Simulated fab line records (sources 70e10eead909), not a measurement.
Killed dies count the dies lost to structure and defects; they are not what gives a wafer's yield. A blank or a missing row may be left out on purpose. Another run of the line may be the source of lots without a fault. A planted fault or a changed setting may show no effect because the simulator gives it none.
Matching of chambers ; flow nand harc ; 4 sister chambers for NHARC_A_CONTACT_ETCH_90 on rie diel-10
The step etches the open film in CH3F/O2, target depth 40 nm, time 85.7 s. 4 wafers are shown with their chamber, then 9 later ones without.

== EACH WAFER AND ITS CHAMBER ==
wafer;chamber;showerhead plenum p Torr (Torr)
L164.4;3;2.34
L170.5;2;2.28
L170.6;1;2.53
L172.5;0;2.32

== WAFERS WHOSE CHAMBER IS MISSING ==
wafer;showerhead plenum p Torr (Torr)
L172.6;2.34
L175.4;2.52
L175.6;2.28
L179.1;2.52
L179.2;2.28
L179.3;2.32
L180.1;2.27
L180.4;2.31
L180.6;2.52

== WHICH CHAMBER EACH ONE RAN IN ==
wafer;from the rows above;in truth
L172.6;3;3
L175.4;1;1
L175.6;2;2
L179.1;1;1
L179.2;2;2
L179.3;0;0
L180.1;2;2
L180.4;0;0
L180.6;1;1
Correctly placed: 9 of 9. Not placeable from these rows: 0. Placed wrongly: 0.
How it was worked out, from the rows above alone: a wafer's distance from a chamber is the root of the sum, over the readings, of the square of ((its reading less the chamber's mean) divided by the reading's scatter). The wafer belongs to the nearest chamber; if the next one is less than 2 further off, it can't be placed. For every chamber, the mean is computed from those of its wafers that are shown. The scatter: root of mean squared gap, hidden wafer to nearest shown wafer, with one shown wafer a chamber.
